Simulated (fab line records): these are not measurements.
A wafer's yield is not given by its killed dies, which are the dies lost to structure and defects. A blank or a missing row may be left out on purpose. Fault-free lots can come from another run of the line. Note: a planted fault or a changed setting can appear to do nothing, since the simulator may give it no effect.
fab line records	flow n5-finfet
record lots=6	wafers=17	last-day=17
route steps=1938 shown SDB@370 DUMMY_REMOVAL@377 PASSIVATION@1936
lots that met no fault: from a run of the same line without faults
start-h: the number of hours between the record's first day and the start of the first shown wafer of the lot	wait-h: time in hours since the lot's previous step	" same as the row above	L1.1+2: one row covering several wafers at once	- either no value or no given start	* or withheld: withheld	< > ~ a bound
route shown NAME@n: a module of which the file shows steps, and the number in the route of the first	usual: the fault-free wafers' mean and standard deviation	same: alike in all rows	chamber/n: place in a boat	sites: readings site by site	_std_site: their standard deviation	_edge_site: the outer-site mean with the inner-site mean subtracted	radius-mm: for every site, how far away it sits from the centre of the wafer	mask NAME#n: copy n	behind: tool/chamber where the wafer was last shaped	hold: why the lot was held/for how many hours/how that ended	device: names the non-switching transistor (n, p or np)	end of line: tests run on the same wafers once the route is complete	where a step has no rows: the recipe by itself	killed: at the first sort, the dies lost to defects and structure; wafer yield is something else	map: shows each die of a wafer: x if killed, . if not, _ if none is there
set.NAME: the setting the step ran with; set.NAME@STEP: the setting that earlier step ran with	model.NAME: the simulator's own value behind a step, which no gauge read
lots at selected steps of the route; one table per step, one row per wafer
services: from which hour (start-h, from the record's first day; less than 0 if before it) a tool's chamber was out of use, for how many hours, and why
## steps
# step N5_SDB_PRECLEAN_38
# recipe chemistry=dHF	time-s=10	dilution=750:1	temp-c=25
# step N5_SDB_PRECLEAN_39
# recipe chemistry=O3/DIW	time-s=45	temp-c=22	o3-ppm=10
# step N5_SDB_SRD_28
# recipe dry=ipa-marangoni	time-s=30	temp-c=23	rinse-liquid=diw
# step N5_SDB_ALD_29
# recipe material=SiNx	target-thk-a=300	temp-c=400	ald-precursor-family=SiH2I2	ald-co-reactant=N2/H2-plasma	pulse-time-s=1	ald-cycles=600	purge-time-s=2	co-reactant-purge-time-s=2	pressure-torr=2
# usual heater-power-outer-w=491/29	heater-power-w=806/59	precursor-pulse-height-rel=1.000/0.019
lot.wafer	tool	chamber	start-h	wait-h	heater-power-outer-w	heater-power-w	precursor-pulse-height-rel
L322.3	ald-sin-03	3	91.96	0.0	482	837	0.991
L322.4	"	0	"	"	529	852	1.017
L322.5	"	0	93.31	1.4	525	857	1.024
L328.1	ald-sin-03	1	130.27	0.0	486	837	1.022
L328.4	"	0	"	"	533	839	0.974
L328.5	"	1	131.63	1.4	483	862	1.020
L329.3	ald-sin-04	0	132.19	0.0	495	810	0.976
L329.4	"	3	"	"	494	813	1.001
L329.5	"	3	133.54	1.4	496	784	0.942
L330.3	ald-sin-02	2	142.37	0.0	493	835	1.011
L330.4	"	3	"	"	460	685	1.003
L340.1	ald-sin-04	0	200.93	0.0	499	814	1.008
L340.2	"	1	"	"	495	757	0.969
L340.4	"	2	"	"	559	876	0.969
L341.3	ald-sin-02	3	203.77	0.0	460	709	1.011
L341.4	"	2	"	"	488	875	1.012
L341.5	"	0	205.12	1.4	437	695	0.979
# step N5_SDB_CMP_30
# recipe stop-on=poly-Si	t-overpolish-s=1.54	post-cmp-clean=alkaline-brush	down-force-psi=4.1491	platen-rpm=51.796	pad-velocity-m-s=1.0306	target-thk-nm=30
# usual motor-current-A=12.6/1.1	overpolish-run-s=1.541/0.0099	platen-rpm=51.80/0.036	slurry-filter-dp-kPa=13.47/0.14	time-to-endpoint-s=19/3.6
lot.wafer	tool	chamber	start-h	wait-h	motor-current-A	overpolish-run-s	platen-rpm	slurry-filter-dp-kPa	time-to-endpoint-s
L322.3	cmp-04	2	94.73	1.4	13.3	1.550	51.86	13.35	16
L322.4	"	3	"	"	12.1	1.545	51.81	13.47	23
L322.5	"	1	"	"	12.9	1.543	51.78	13.59	28
L328.4	cmp-01	1	133.01	1.4	14.4	1.546	51.81	13.58	18
L328.1	"	2	"	"	10.6	1.552	51.77	13.38	16
L328.5	"	2	"	"	10.5	1.545	51.80	13.51	18
L329.3	cmp-01	2	135.00	1.5	11.1	1.522	51.80	13.42	18
L329.4	"	3	"	"	11.8	1.528	51.81	13.25	24
L329.5	"	0	"	"	12.4	1.541	51.80	13.62	16
L330.4	cmp-04	2	145.10	1.4	13.3	1.550	51.77	13.57	13
L330.3	"	3	"	"	12.0	1.547	51.89	13.33	17
L340.2	cmp-01	1	203.74	1.5	15.0	1.540	51.74	13.52	23
L340.1	"	3	"	"	12.3	1.536	51.82	13.31	24
L340.4	"	0	"	"	12.4	1.518	51.75	13.31	16
L341.3	cmp-01	0	206.50	1.4	12.4	1.532	51.80	13.34	14
L341.4	"	2	"	"	10.3	1.539	51.79	13.52	21
L341.5	"	1	"	"	14.2	1.536	51.76	13.19	21
# step N5_SDB_THK_MEAS_31
# recipe reads=a-Si_of_DUMMY_GATE_CVD_03
# usual SDB_THK=64.4/1.3
lot.wafer	tool	chamber	start-h	wait-h	SDB_THK[nm]
L322.3	film-metro-01	-	94.99	-	63.5
L322.4	"	-	"	"	62.9
L322.5	"	-	"	"	63.1
L328.1	film-metro-01	-	133.30	-	63.9
L328.4	"	-	"	"	63.7
L328.5	"	-	"	"	65.1
L329.3	film-metro-01	-	135.22	-	62.6
L329.4	"	-	"	"	64.7
L329.5	"	-	"	"	63.9
L330.3	film-metro-01	-	145.40	-	66.0
L330.4	"	-	"	"	65.1
L340.1	film-metro-01	-	204.03	-	63.5
L340.2	"	-	"	"	65.8
L340.4	"	-	"	"	63.0
L341.3	film-metro-01	-	206.80	-	65.8
L341.4	"	-	"	"	64.6
L341.5	"	-	"	"	63.9
# step N5_SDB_INSPECT_36
# recipe inspect-instrument=darkfield	mode=post-cmp
# usual raw-defect-count=37/20
lot.wafer	tool	chamber	start-h	wait-h	raw-defect-count
L322.3	defect-inspect-02	-	95.01	0.0	72
L322.4	"	-	"	"	86
L322.5	"	-	"	"	84
L328.1	defect-inspect-01	-	133.33	0.0	43
L328.4	"	-	"	"	37
L328.5	"	-	"	"	36
L329.3	defect-inspect-02	-	135.24	0.0	23
L329.4	"	-	"	"	29
L329.5	"	-	"	"	21
L330.3	defect-inspect-02	-	145.42	0.0	61
L330.4	"	-	"	"	36
L340.1	defect-inspect-01	-	204.06	0.0	19
L340.2	"	-	"	"	31
L340.4	"	-	"	"	21
L341.3	defect-inspect-02	-	206.83	0.0	33
L341.4	"	-	"	"	35
L341.5	"	-	"	"	51
# step N5_DUMMY_REMOVAL_HM_STRIP_01
# recipe chemistry=CH3F/O2	material=SiNx	target-depth-a=40	stop-on=poly-Si	time-s=6.8	over-etch-frac=0.3	ion-energy-ev=60	power-w=410	bias-w=29	Ar_flow_sccm=150	CH3F_flow_sccm=30	O2_flow_sccm=20
# usual bias-w=28.98/0.083	drypump-motor-current-A=5.93/0.26	oes-product-au=0.63/0.059	rf-vpp-V=127.4/0.92	showerhead-plenum-p-Torr=2.01/0.051	throttle-valve-pct=16.30/0.23
lot.wafer	tool	chamber	start-h	wait-h	bias-w	drypump-motor-current-A	oes-product-au	rf-hours-counter-h	rf-vpp-V	showerhead-plenum-p-Torr	throttle-valve-pct
L322.3	rie-diel-02	2	95.05	0.0	28.91	5.95	0.62	135	127.5	2.02	16.14
L322.4	"	3	"	"	29.05	6.15	0.56	-	126.8	1.98	16.36
L322.5	"	1	"	"	29.10	5.97	0.71	-	128.5	2.12	15.99
L328.1	rie-diel-06	3	133.36	0.0	29.02	5.80	0.58	202	127.8	1.99	16.65
L328.4	"	1	"	"	29.00	6.48	0.72	42	126.5	2.06	16.07
L328.5	"	1	"	"	28.85	6.50	0.72	-	127.8	2.06	16.04
L329.3	rie-diel-03	2	135.28	0.0	29.02	6.05	0.66	73	127.3	2.03	16.29
L329.4	"	0	"	"	29.06	5.72	0.62	153	128.6	1.92	16.39
L329.5	"	3	"	"	28.97	5.87	0.59	-	128.4	2.04	16.17
L330.3	rie-diel-06	1	145.46	0.0	28.91	6.48	0.71	45	126.2	2.06	16.07
L330.4	"	0	"	"	28.93	5.78	0.59	163	128.2	2.07	16.35
L340.1	rie-diel-02	0	204.09	0.0	29.05	5.47	0.73	25	126.7	1.95	16.04
L340.2	"	1	"	"	28.95	5.98	0.66	70	127.8	2.10	16.06
L340.4	"	3	"	"	29.13	6.15	0.72	18	126.4	1.97	16.04
L341.3	rie-diel-06	2	206.94	0.1	29.16	6.03	0.57	206	128.1	1.95	16.31
L341.4	"	3	"	"	28.92	5.76	0.58	221	127.4	1.99	16.72
L341.5	"	0	"	"	29.03	5.78	0.59	-	128.6	2.06	16.39
# step N5_DUMMY_REMOVAL_STRIP_10
# recipe chemistry=N2/H2	time-s=40	power-w=100	temp-c=40	pressure-mtorr=100	rf-frequency-hz=6e+07	bias-power-w=3	n2-flow-sccm=300	h2-flow-sccm=300
# usual drypump-motor-current-A=5.95/0.26	oes-product-au=0.77/0.083	rf-vpp-V=45.4/0.84	showerhead-plenum-p-Torr=3.40/0.095	throttle-valve-pct=12.16/0.27
lot.wafer	tool	chamber	start-h	wait-h	drypump-motor-current-A	oes-product-au	rf-hours-counter-h	rf-vpp-V	showerhead-plenum-p-Torr	throttle-valve-pct
L322.3	rie-diel-02	2	95.08	0.0	5.99	0.76	135	45.8	3.39	12.10
L322.4	"	3	"	"	6.13	0.68	-	45.3	3.36	12.53
L322.5	"	1	"	"	5.98	0.88	-	44.9	3.57	11.75
L328.1	rie-diel-06	3	133.40	0.0	5.79	0.72	202	45.2	3.35	12.47
L328.4	"	1	"	"	6.48	0.89	42	45.9	3.41	11.71
L328.5	"	1	"	"	6.48	0.89	-	44.2	3.41	11.69
L329.3	rie-diel-03	2	135.31	0.0	6.08	0.82	73	45.6	3.43	12.20
L329.4	"	0	"	"	5.71	0.78	153	45.4	3.23	12.15
L329.5	"	3	"	"	5.82	0.72	-	45.8	3.49	12.21
L330.3	rie-diel-06	1	145.49	0.0	6.48	0.88	45	45.0	3.40	11.73
L330.4	"	0	"	"	5.78	0.72	163	46.2	3.55	12.36
L340.1	rie-diel-02	0	204.13	0.0	5.53	0.91	25	45.7	3.29	11.84
L340.2	"	1	"	"	6.00	0.82	70	46.4	3.55	11.85
L340.4	"	3	"	"	6.16	0.91	18	45.9	3.34	11.99
L341.3	rie-diel-06	2	206.98	0.0	6.04	0.70	206	44.8	3.30	12.12
L341.4	"	3	"	"	5.79	0.71	221	45.4	3.34	12.51
L341.5	"	0	"	"	5.81	0.70	-	45.4	3.54	12.43
# step N5_DUMMY_REMOVAL_PRECLEAN_07
# recipe chemistry=dHF	time-s=30	temp-c=25	dilution=withheld
# step N5_DUMMY_REMOVAL_DUMMY_REMOVE_02
# recipe chemistry=TMAH	temp-c=70	target=poly-Si	stop-on=SiO2	target-depth-nm=142	conc-wt-pct=5	time-s=57	dry=ipa-marangoni	rinse-time-s=30	rinse-temp-c=23
# step N5_DUMMY_REMOVAL_INSPECT_06
# recipe inspect-instrument=brightfield	mode=aei
# usual raw-defect-count=11/5
lot.wafer	tool	chamber	start-h	wait-h	raw-defect-count
L322.3	defect-inspect-02	-	95.24	0.0	23
L322.4	"	-	"	"	9
L322.5	"	-	"	"	15
L328.1	defect-inspect-01	-	133.58	0.0	6
L328.4	"	-	"	"	11
L328.5	"	-	"	"	18
L329.3	defect-inspect-02	-	135.47	0.0	12
L329.4	"	-	"	"	20
L329.5	"	-	"	"	6
L330.3	defect-inspect-02	-	145.65	0.0	11
L330.4	"	-	"	"	5
L340.1	defect-inspect-01	-	204.29	0.0	7
L340.2	"	-	"	"	10
L340.4	"	-	"	"	5
L341.3	defect-inspect-01	-	207.14	0.0	13
L341.4	"	-	"	"	17
L341.5	"	-	"	"	14
# step N5_DUMMY_REMOVAL_PRECLEAN_08
# recipe chemistry=NF3:NH3	afs-cycles=2	temp-c=30	time-s=20	sublimation-temp-c=180	sublimation-time-s=60	pressure-torr=3	rf-power-w=30
# usual rf-power-w=30.00/0.097	time-s=20/0
lot.wafer	tool	chamber	start-h	wait-h	rf-power-w	time-s
L322.3	remote-plasma-01	1	95.34	0.1	29.96	20
L322.4	"	1	"	"	29.91	20
L322.5	"	1	"	"	29.84	20
L328.1	remote-plasma-02	1	133.61	0.0	30.06	20
L328.4	"	1	"	"	30.09	17.509
L328.5	"	1	"	"	30.15	17.509
L329.3	remote-plasma-01	0	135.57	0.1	30.14	20
L329.4	"	0	"	"	30.02	20
L329.5	"	0	"	"	30.08	20
L330.3	remote-plasma-02	0	145.75	0.1	30.02	20
L330.4	"	0	"	"	29.98	17.509
L340.1	remote-plasma-01	0	204.49	0.2	30.10	20
L340.2	"	0	"	"	30.07	20
L340.4	"	0	"	"	29.99	20
L341.3	remote-plasma-02	0	207.24	0.1	30.05	20
L341.4	"	0	"	"	30.04	20
L341.5	"	0	"	"	30.12	20
# step N5_DUMMY_REMOVAL_PRECLEAN_04
# recipe chemistry=DHF	time-s=37	temp-c=25	dilution=500:1
# step N5_PASSIVATION_PROBE_49
# usual killed_at_M0_to_M3=35/11	killed_at_M4_up=13/5.7	killed-at-contacts=12/5.7	killed-at-front-end=40/11	killed-at-other=4/4.4	killed-dies=105/18	killed-open=68/14	killed-short=34/7.4
# same gross-dies=1180	killed-at-back-side=0
lot.wafer	tool	chamber	start-h	wait-h	killed_at_M0_to_M3	killed_at_M4_up	killed-at-contacts	killed-at-front-end	killed-at-other	killed-dies	killed-open	killed-short
L322.3	prober-01	-	282.24	0.1	31	14	15	42	0	102	70	31
L322.4	prober-01	-	282.29	0.2	34	15	18	38	9	114	77	29
L322.5	prober-01	-	282.34	0.2	25	15	14	56	3	113	71	36
L328.1	prober-01	-	320.51	0.0	26	6	9	59	1	101	54	44
L328.4	prober-01	-	320.66	0.2	37	8	10	42	0	97	65	31
L328.5	prober-01	-	320.71	0.2	59	11	12	41	1	124	85	39
L330.3	prober-01	-	327.58	0.1	35	7	8	34	2	86	61	25
L330.4	prober-01	-	327.63	0.2	34	4	6	42	1	87	51	33
L329.3	prober-02	-	332.85	0.1	15	13	9	32	3	72	48	23
L329.4	prober-02	-	332.90	0.2	23	15	17	43	7	105	59	40
L329.5	prober-02	-	332.95	0.2	19	12	8	31	8	78	49	22
L340.1	prober-01	-	401.50	0.0	21	10	14	42	4	91	60	29
L340.2	prober-01	-	401.55	0.1	39	12	7	22	4	84	52	30
L340.4	prober-01	-	401.65	0.2	36	16	7	20	1	80	46	32
L341.3	prober-02	-	405.46	0.1	33	8	18	35	4	98	59	30
L341.4	prober-02	-	405.51	0.2	24	19	8	33	4	88	65	23
L341.5	prober-02	-	405.56	0.2	23	7	9	31	8	78	49	23
# killed by level:class
L322.3 STI_FIN_REVEAL:geometric-particle:open=15 MOL_CONTACT_COAG:geometric-particle:open=13 DUMMY_GATE:geometric-particle:open=7 BEOL_M0_SAQP:geometric-particle:open=6 BEOL_M1:geometric-particle:open=6 STARTING-WAFER:geometric-particle:short=6 BEOL_M0_SAQP:geometric-particle:short=5 BEOL_M2:geometric-particle:open=5
L322.4 MOL_CONTACT_COAG:geometric-particle:open=15 BEOL_M0_SAQP:geometric-particle:open=10 MIM_TOP_ETCH:area-etch=8 FIN_SAQP:geometric-particle:open=7 STI_FIN_REVEAL:geometric-particle:open=7 BEOL_M4:geometric-particle:open=7 FIN_SAQP:geometric-particle:short=6 BEOL_M3:geometric-particle:open=6
L322.5 STI_FIN_REVEAL:geometric-particle:open=15 MOL_CONTACT_COAG:geometric-particle:open=10 FIN_SAQP:geometric-particle:open=9 FIN_SAQP:geometric-particle:short=7 STI_FIN_REVEAL:geometric-particle:short=6 DUMMY_GATE:geometric-particle:open=6 BEOL_M3:geometric-particle:open=6 BEOL_M1:geometric-particle:open=5
L328.1 STI_FIN_REVEAL:geometric-particle:open=19 BEOL_M0_SAQP:geometric-particle:open=8 STARTING-WAFER:geometric-particle:short=7 FIN_SAQP:geometric-particle:open=6 STI_FIN_REVEAL:geometric-particle:short=6 BEOL_M0_SAQP:geometric-particle:short=6 FIN_SAQP:geometric-particle:short=5 BEOL_M2:geometric-particle:open=5
L328.4 STI_FIN_REVEAL:geometric-particle:open=16 BEOL_M0_SAQP:geometric-particle:open=11 FIN_SAQP:geometric-particle:open=9 BEOL_M0_SAQP:geometric-particle:short=8 MOL_CONTACT_COAG:geometric-particle:open=8 BEOL_M1:geometric-particle:open=5 FIN_SAQP:geometric-particle:short=4 STI_FIN_REVEAL:geometric-particle:short=3
L328.5 STI_FIN_REVEAL:geometric-particle:open=19 BEOL_M0_SAQP:geometric-particle:short=19 BEOL_M2:geometric-particle:open=17 BEOL_M0_SAQP:geometric-particle:open=12 MOL_CONTACT_COAG:geometric-particle:open=10 DUMMY_GATE:geometric-particle:open=7 BEOL_M5:geometric-particle:open=5 BEOL_M4:geometric-particle:open=4
L330.3 FIN_SAQP:geometric-particle:open=9 BEOL_M0_SAQP:geometric-particle:open=9 BEOL_M0_SAQP:geometric-particle:short=7 STI_FIN_REVEAL:geometric-particle:open=6 MOL_CONTACT_COAG:geometric-particle:open=6 BEOL_M2:geometric-particle:open=6 BEOL_M1:geometric-particle:open=5 FIN_SAQP:geometric-particle:short=4
L330.4 FIN_SAQP:geometric-particle:open=12 BEOL_M1:geometric-particle:open=11 BEOL_M0_SAQP:geometric-particle:short=8 BEOL_M0_SAQP:geometric-particle:open=6 GATE_CUT:geometric-particle:short=5 FIN_SAQP:geometric-particle:short=4 MOL_CONTACT_COAG:geometric-particle:open=4 STI_FIN_REVEAL:geometric-particle:open=3
L329.3 STI_FIN_REVEAL:geometric-particle:open=10 MOL_CONTACT_COAG:geometric-particle:open=7 BEOL_M4:geometric-particle:open=7 STI_FIN_REVEAL:geometric-particle:short=5 GATE_CUT:geometric-particle:short=5 BEOL_M0_SAQP:geometric-particle:short=5 BEOL_M0_SAQP:geometric-particle:open=4 DUMMY_GATE:geometric-particle:open=3
L329.4 DUMMY_GATE:geometric-particle:open=11 MOL_CONTACT_COAG:geometric-particle:open=11 FIN_SAQP:geometric-particle:open=9 BEOL_M0_SAQP:geometric-particle:short=9 BEOL_M0_SAQP:geometric-particle:open=7 BEOL_M4:geometric-particle:open=7 MOL_CONTACT_COAG:geometric-particle:short=6 ILD0:geometric-particle:short=5
L329.5 STI_FIN_REVEAL:geometric-particle:open=10 MOL_CONTACT_COAG:geometric-particle:open=7 FIN_SAQP:geometric-particle:open=6 BEOL_M0_SAQP:geometric-particle:open=6 MIM_TOP_ETCH:area-etch=6 BEOL_M4:geometric-particle:open=5 BEOL_M0_SAQP:geometric-particle:short=4 FIN_SAQP:geometric-particle:short=3
L340.1 DUMMY_GATE:geometric-particle:open=11 MOL_CONTACT_COAG:geometric-particle:open=11 FIN_SAQP:geometric-particle:short=5 GATE_CUT:geometric-particle:short=5 STI_FIN_REVEAL:geometric-particle:open=4 DUMMY_GATE:geometric-particle:short=4 GATE_CUT:geometric-particle:open=4 BEOL_M0_SAQP:geometric-particle:open=4
L340.2 STI_FIN_REVEAL:geometric-particle:open=9 BEOL_M0_SAQP:geometric-particle:short=6 BEOL_M1:geometric-particle:open=6 BEOL_M2:geometric-particle:open=6 BEOL_M3:geometric-particle:open=6 MOL_CONTACT_COAG:geometric-particle:open=4 BEOL_M0:geometric-particle:short=4 BEOL_M0:geometric-particle:open=3
L340.4 BEOL_M2:geometric-particle:open=14 GATE_CUT:geometric-particle:short=6 MOL_CONTACT_COAG:geometric-particle:open=6 BEOL_M0:geometric-particle:short=6 BEOL_M4:geometric-particle:short=5 STI_FIN_REVEAL:geometric-particle:open=4 BEOL_M0_SAQP:geometric-particle:short=3 BEOL_M0_SAQP:geometric-particle:open=3
L341.3 BEOL_M3:geometric-particle:open=17 MOL_CONTACT_COAG:geometric-particle:open=15 FIN_CUT:area-etch=6 FIN_SAQP:geometric-particle:short=5 BEOL_M2:geometric-particle:open=5 STARTING-WAFER:geometric-particle:short=4 DUMMY_GATE:geometric-particle:open=3 MOL_CONTACT_COAG:geometric-particle:short=3
L341.4 MOL_CONTACT_COAG:geometric-particle:open=7 BEOL_M0:geometric-particle:open=7 STARTING-WAFER:geometric-particle:open=7 FIN_SAQP:geometric-particle:open=6 STI_FIN_REVEAL:geometric-particle:open=5 BEOL_M2:geometric-particle:open=5 FIN_SAQP:geometric-particle:short=4 DUMMY_GATE:geometric-particle:open=4
L341.5 BEOL_M3:geometric-particle:open=9 STI_FIN_REVEAL:geometric-particle:open=6 FIN_SAQP:geometric-particle:open=5 BEOL_M2:geometric-particle:open=5 MIM_TOP_ETCH:geometric-particle:short=5 HKMG_FIN:area-etch=5 MOL_CONTACT_COAG:geometric-particle:open=4 MOL_CONTACT_COAG:geometric-particle:short=4
## services
tool	chamber	start-h	hours	kind
ald-sin-02	1	69.29	7.8	repair
rie-diel-02	0	84.26	23.0	repair
cmp-01	-	84.84	16.2	pm
ald-sin-04	-	85.70	14.0	pm
ald-sin-04	0	85.70	14.0	vent-cycle
ald-sin-04	1	85.70	14.0	vent-cycle
ald-sin-04	2	85.70	14.0	vent-cycle
ald-sin-04	3	85.70	14.0	vent-cycle
ald-sin-04	0	99.70	-	clean
ald-sin-04	1	99.70	-	clean
ald-sin-04	2	99.70	-	clean
ald-sin-04	3	99.70	-	clean
rie-diel-02	0	119.54	-	clean
rie-diel-02	0	119.54	-	consumable-replace:focus-ring
ald-sin-03	0	126.03	3.6	repair
cmp-04	-	126.13	0.8	repair
rie-diel-02	3	133.06	-	clean
rie-diel-02	3	133.06	-	consumable-replace:focus-ring
rie-diel-02	3	133.06	21.0	scheduled-down
rie-diel-02	3	133.06	21.0	vent-cycle
cmp-04	-	133.17	4.0	pm
ald-sin-02	1	152.20	10.6	repair
ald-sin-03	1	186.99	105.9	repair
cmp-04	-	205.68	3.3	repair
## key
first-sign step=N5_DUMMY_REMOVAL_PRECLEAN_08	reading=time-s	direction=down	sigmas=99+	usual=*	struck=*
effect none on later readings
met-at N5_DUMMY_REMOVAL_PRECLEAN_08
struck-wafers L328.4,L328.5,L330.4
tester-left-out L328,L330
fault kind=process-parameter-drift	tool=remote-plasma-02	chamber=-	onset-h=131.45	steps=N5_DUMMY_REMOVAL_PRECLEAN_08	channel=time-s	offset=*	shape=step	end-h=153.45	scope=struck-wafers-only	acts-in=*	stated=*
# tester-left-out: of these lots the tester's yield and bins aren't shown, on N5 and GAA mostly nor the transistor test; their killed dies are dies lost to structure and defects alone, not to doping, threshold or leakage, so they don't give the yield
